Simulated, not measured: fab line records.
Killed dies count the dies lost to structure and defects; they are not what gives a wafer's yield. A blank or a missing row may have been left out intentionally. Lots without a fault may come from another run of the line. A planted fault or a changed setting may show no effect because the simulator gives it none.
Matching of chambers	flow n5_finfet	rie_diel-01 running N5_FIN_SAQP_DESCUM_21: 3 sister chambers
The step chemistry O2, time 7.9 s. 16 wafers are shown with their chamber, then 7 later ones without.

## WAFERS PAIRED WITH THEIR CHAMBERS
wafer	chamber	showerhead_plenum_p_Torr (Torr)	drypump_motor_current_A (A)	oes_product_au (a.u.)
L074.2	3	2.11	6.1	0.76
L074.4	0	2.20	6.5	0.83
L074.5	0	2.20	6.5	0.83
L078.1	0	2.20	6.5	0.82
L078.2	1	2.00	6.0	0.75
L078.6	0	2.20	6.4	0.82
L082.2	3	2.10	6.2	0.73
L082.5	3	2.10	6.1	0.72
L082.6	1	2.00	6.0	0.74
L084.1	0	2.19	6.4	0.81
L084.3	1	1.99	5.9	0.74
L084.6	1	1.99	6.0	0.74
L085.1	1	1.99	6.0	0.74
L085.2	0	2.19	6.4	0.81
L085.6	3	2.09	6.1	0.73
L087.1	3	2.09	6.1	0.73

SIGNATURES, as means of the wafers listed above
reading	chamber 0	chamber 1	chamber 3	scatter within a chamber
showerhead_plenum_p_Torr	2.1967	1.9940	2.0980	0.00641
drypump_motor_current_A	6.450	5.980	6.120	0.0488
oes_product_au	0.8200	0.7420	0.7340	0.0104
Rule: a wafer lies at a distance from a chamber equal to the root of the sum of squares, over the readings, of (its reading less the chamber's mean, divided by the reading's scatter). The wafer belongs to the nearest chamber; if the next one is less than 2 further off, it can't be placed. The scatter: the root of (the sum of the squares of (reading less its chamber's mean) over the shown wafers, divided by (wafers less chambers)).

## WAFERS MISSING THEIR CHAMBER
wafer	showerhead_plenum_p_Torr (Torr)	drypump_motor_current_A (A)	oes_product_au (a.u.)
L087.3	1.99	6.0	0.73
L087.5	1.99	6.0	0.73
L088.2	1.99	6.0	0.73
L088.3	2.09	6.1	0.72
L088.6	1.99	5.9	0.73
L096.4	2.18	6.4	0.79
L096.5	2.09	6.2	0.71

## WHICH CHAMBER EACH WENT THROUGH
wafer	from the rows above	in truth
L087.3	1	1
L087.5	1	1
L088.2	1	1
L088.3	3	3
L088.6	1	1
L096.4	0	0
L096.5	3	3
Correctly placed: 7 of 7. From these rows, 0 cannot be placed. 0 placed wrongly.
